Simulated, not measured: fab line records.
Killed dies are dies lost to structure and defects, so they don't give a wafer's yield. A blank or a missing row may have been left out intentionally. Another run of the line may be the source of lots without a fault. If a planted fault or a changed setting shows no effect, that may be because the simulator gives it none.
Problem report, 8D (eight disciplines) form, completed by code :: flow n5_finfet :: the parts of the form that need people (team, actions taken, sign-off) are left out

## 1. WHAT WENT WRONG
trench_depth_nm at N5_STI_FIN_REVEAL_FIN_H_MEAS_10 reads a mean of 66.3 nm on 3 wafers of 2 lots; wafers without a fault read 52.0 nm with a standard deviation of 0.65. That puts it +22 standard deviations away from the usual mean.
The first sign was on wafer L341.5 at day 5 07:14, on ocd-02. At this step, 30 wafers from 10 lots have a number in the record. By rule, "out" or "out of limits" means more than 4 standard deviations away from the usual mean. All remaining wafers that have a number are taken as sound.

## 2. WHAT THIS IS AND IS NOT
question: which readings at this step
is: trench_depth_nm
is not: -

question: which lots
is: L341, L343
is not: L330, L333, L334, L336, L340, L342, L352, L353

question: which wafers of those lots
is: L341.5, L343.1, L343.4
is not: L341.3, L341.6, L343.3

question: read on which gauges
is: ocd-02
is not: ocd-01

question: when
is: from day 5 07:14
is not: up to then (17 sound wafers); but 10 sound wafers of L342, L343, L352, L353 came after

## 3. WHAT RULES OUT EACH SUSPECT
Counting: a tool at a process step up to the reading stays a suspect if it ran every lot that is out. Sound lots after the first of them don't rule it out here, since some wafers of a struck lot are sound.
- the gauge at N5_STI_FIN_REVEAL_FIN_H_MEAS_10: kept. All the wafers that are out were read on ocd-02, and no step on other tools shows them out.
- vapor_etch-01 at N5_STI_FIN_REVEAL_RECESS_09 (chemistry HF/NH3, target SiO2, afs cycles 11, target depth 42.5 nm, sublimation time 60 s): kept. Ran every lot that is out, first one L341 (day 5 05:02); last sound lot up to then L340 (day 4 22:25).
Remaining after the count are vapor_etch-01 at N5_STI_FIN_REVEAL_RECESS_09 and ocd-02 at N5_STI_FIN_REVEAL_FIN_H_MEAS_10.

## 4. THE CAUSE (what the simulator had put in)
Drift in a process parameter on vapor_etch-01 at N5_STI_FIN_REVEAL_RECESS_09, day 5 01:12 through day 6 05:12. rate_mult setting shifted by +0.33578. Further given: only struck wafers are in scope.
After counting, 2 suspects remain, this tool included.

## 5. THE CHAIN OF EFFECTS, in route order
Each row: a reading where the mean over the struck wafers with a number is more than 3 standard deviations away from the usual. Scope: only readings with a usual standard deviation given in the record; hours: median across lots of the time from each lot's start at the first step in this table that gives one to its start at this step; sigmas: change in usual standard deviations.
hours: 0
step: N5_STI_FIN_REVEAL_FIN_H_MEAS_10
reading: trench_depth_nm
usual: 52.0 nm
on struck wafers: 66.3
change: +14.3
sigmas: +22
At these later measuring or inspecting steps, every struck wafer for which the step has a row has a number for every such reading, and none has moved that far: N5_BEOL_M4_RC_MEAS_101.

## 6. HOW IT WOULD HAVE BEEN CAUGHT EARLIER
6 hours passed between the start of the fault at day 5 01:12 and the first reading out of limits at a measuring or inspecting step in this record, taken at day 5 07:14.
Tool readings at N5_STI_FIN_REVEAL_RECESS_09 with a usual standard deviation given in the record: none out on any struck wafer, hence no alarm at a limit of 4 standard deviations on them.
Among the 2 lots that are out, L343 began N5_STI_FIN_REVEAL_RECESS_09 on vapor_etch-01 after day 5 07:14. Putting the tool on hold at that point would have spared it.
